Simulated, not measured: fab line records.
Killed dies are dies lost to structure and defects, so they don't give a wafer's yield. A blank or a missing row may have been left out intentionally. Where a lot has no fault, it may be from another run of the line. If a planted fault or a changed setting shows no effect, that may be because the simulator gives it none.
Split-lot experiment ; flow n5Finfet ; route with 1938 steps; 7 lots, 21 wafers read

## THE SPLIT ITSELF
At N5_BEOL_M7_ILD_DEP_00 (deposits SiCOH lowk from DEMS/porogen, target thk 179.75 nm, time 33.4 s), the setting timeS was moved away from the recipe's 33.4 s on 11 of the 21 wafers read, by -14.8% to +14.3%. All remaining wafers had this setting at the recipe value.

## BETWEEN THE SPLIT AND THE READING: the file shows 1 step in between
- N5_BEOL_M7_CURE_74: cures SiCOH lowk, time 240 s

## THE READING
Values of M7_ILD_THK in nm from N5_BEOL_M7_THK_MEAS_01. On this fab line, fault-free wafers typically give 155.1 nm with a standard deviation of 1.9 nm.

wafer;tool, chamber at the split;timeS as run, s;against the recipe;M7_ILD_THK, nm;against lot-mates on the recipe
L076.1;pecvd-03, 1;31.56;-5.5%;144.7;-11.7
L076.5;pecvd-03, 2;33.4;recipe;156.4;-
L076.6;pecvd-03, 0;31.56;-5.5%;149.8;-6.6
L077.2;pecvd-02, 0;30.79;-7.8%;143.1;no lot-mate on the recipe
L077.4;pecvd-02, 0;30.79;-7.8%;144.2;no lot-mate on the recipe
L077.6;pecvd-02, 1;30.79;-7.8%;142.6;no lot-mate on the recipe
L079.2;pecvd-01, 2;37.35;+11.8%;171.1;+14.5
L079.3;pecvd-01, 0;37.35;+11.8%;171.7;+15.1
L079.4;pecvd-01, 1;33.4;recipe;156.6;-
L085.2;pecvd-03, 1;33.4;recipe;157.9;-
L085.3;pecvd-03, 2;33.4;recipe;155.3;-
L085.4;pecvd-03, 2;38.19;+14.3%;179.7;+23.1
L088.2;pecvd-02, 2;28.46;-14.8%;132.9;-26.9
L088.5;pecvd-02, 2;33.4;recipe;159.8;-
L088.6;pecvd-02, 1;28.46;-14.8%;133.9;-25.9
L086.2;pecvd-01, 2;33.4;recipe;153.0;-
L086.4;pecvd-01, 1;33.4;recipe;158.5;-
L086.6;pecvd-01, 0;33.4;recipe;155.8;-
L096.1;pecvd-03, 2;33.4;recipe;151.1;-
L096.2;pecvd-03, 0;37.84;+13.3%;173.1;+19.2
L096.4;pecvd-03, 1;33.4;recipe;156.8;-

FIT RESULTS
A straight line over all 21 wafers: M7_ILD_THK changes by +1.48 nm for each +1% of timeS; r = +0.98; the points scatter about the line by 2.3 nm.
The same after taking each lot's own level away (the mean of its wafers on the recipe; 18 wafers): +1.57 nm for each +1%; r = +0.99; scatter 2.3 nm.
According to that fit, moving timeS by its largest amount changes the reading by 23 nm.
Measured against the standard deviation above, the lots' own levels, which go from 153.95 to 159.80 nm, span 3.1 times it.
The two slopes are in agreement: the lot-to-lot level therefore moves the slope only a little.
Check: for one of the wafers moved furthest among these (-14.8%), held out of the fit, the line's prediction against its lot-mates is -23.2 nm. Against them it came out at -26.9 nm.

## THESE WAFERS: OTHER SPLITS
Note: prior to the reading, these wafers also went through further splits. Each is held against what the fit with the lots' levels taken away leaves over:
other split on the same wafers;wafers away from the commonest value;r with M7_ILD_THK (lot level and that fit taken away)
N5_BEOL_M4_EXPOSE_25 doseMj;7;+0.46
N5_BEOL_M5_ILD_DEP_00 timeS;5;+0.22
N5_BEOL_M5_COAT_05 spinRpm;7;-0.02
N5_BEOL_M5_ETCH_68 biasW;8;+0.12
N5_BEOL_M5_TRENCH_ETCH_37 timeS;5;-0.29

## THE WHOLE CHAIN: every reading that the file lists as answering this split, in the file's order
step;what it does;reading;change (the file's fit);r (the file's)
N5_BEOL_M7_ILD_DEP_00;deposits SiCOH lowk from DEMS/porogen, target thk 179.75 nm, time 33.4 s;SiCOH_lowk_of_BEOL_M7_ILD_DEP_00.thkNm (the simulator's own value, which no gauge read);+1.79 nm for each +1% of the setting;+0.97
N5_BEOL_M7_CURE_74;cures SiCOH lowk, time 240 s;SiCOH_lowk_of_BEOL_M7_ILD_DEP_00.thkNm (the simulator's own value, which no gauge read);+1.56 nm for each +1% of the setting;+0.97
N5_BEOL_M7_THK_MEAS_01;;M7_ILD_THK;+1.56 for each +1% of the setting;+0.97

## THE FILE'S OWN FIT
M7_ILD_THK changes by +1.56 nm for each +1% of timeS, r = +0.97.
